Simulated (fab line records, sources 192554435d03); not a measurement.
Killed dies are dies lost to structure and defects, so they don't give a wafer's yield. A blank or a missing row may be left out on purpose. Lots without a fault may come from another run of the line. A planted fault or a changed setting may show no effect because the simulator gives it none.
Chamber matching | flow n5_finfet | N5_MOL_CONTACT_COAG_ETCHBACK_134 on rie_diel-03: 4 sister chambers
The step etches SiO2 in CHF3, target depth 10 nm, time 6.7 s. 14 wafers are shown with their chamber, then 7 later ones without.

WAFERS WITH THEIR CHAMBER
wafer  | chamber | drypump_motor_current_A (A) | showerhead_plenum_p_Torr (Torr) | throttle_valve_pct (%)
L074.1 | 1       | 6.4                         | 2.45                            | 19.05
L074.3 | 0       | 5.3                         | 2.31                            | 18.67
L074.6 | 1       | 6.4                         | 2.44                            | 19.05
L076.1 | 1       | 6.3                         | 2.44                            | 19.05
L076.4 | 0       | 5.3                         | 2.31                            | 18.66
L076.6 | 3       | 5.5                         | 2.21                            | 18.76
L078.2 | 3       | 5.5                         | 2.21                            | 18.76
L078.3 | 0       | 5.3                         | 2.31                            | 18.65
L078.6 | 1       | 6.3                         | 2.44                            | 19.07
L079.3 | 0       | 5.3                         | 2.31                            | 18.69
L079.5 | 0       | 5.3                         | 2.31                            | 18.67
L079.6 | 3       | 5.5                         | 2.20                            | 18.77
L085.1 | 0       | 5.3                         | 2.31                            | 18.70
L085.3 | 2       | 4.8                         | 2.34                            | 18.46

SIGNATURES (means of the wafers above)
reading                  | chamber 0 | chamber 1 | chamber 2 | chamber 3 | scatter within a chamber
drypump_motor_current_A  | 5.300     | 6.350     | 4.800     | 5.500     | 0.0316
showerhead_plenum_p_Torr | 2.3100    | 2.4425    | 2.3400    | 2.2067    | 0.00376
throttle_valve_pct       | 18.6733   | 19.0550   | 18.4600   | 18.7633   | 0.0145
Rule: a wafer's distance from a chamber is the root of the sum, over the readings, of the square of ((its reading less the chamber's mean) divided by the reading's scatter). The wafer belongs to the nearest chamber; if the next one is less than 2 further off, it can't be placed. The scatter: the root of (the sum of the squares of (reading less its chamber's mean) over the shown wafers, divided by (wafers less chambers)).

WAFERS WITHOUT THEIR CHAMBER
wafer  | drypump_motor_current_A (A) | showerhead_plenum_p_Torr (Torr) | throttle_valve_pct (%)
L085.4 | 6.4                         | 2.44                            | 19.09
L088.1 | 5.5                         | 2.20                            | 18.81
L088.3 | 4.8                         | 2.34                            | 18.47
L088.4 | 5.3                         | 2.30                            | 18.72
L094.1 | 4.8                         | 2.34                            | 18.50
L094.2 | 5.3                         | 2.30                            | 18.72
L094.5 | 5.3                         | 2.30                            | 18.74

WHICH CHAMBER EACH WENT THROUGH
wafer  | from the rows above | in truth
L085.4 | 1                   | 1
L088.1 | 3                   | 3
L088.3 | 2                   | 2
L088.4 | 0                   | 0
L094.1 | 2                   | 2
L094.2 | 0                   | 0
L094.5 | 0                   | 0
Placed correctly: 7 of 7. Can't be placed from these rows: 0. Placed wrongly: 0.
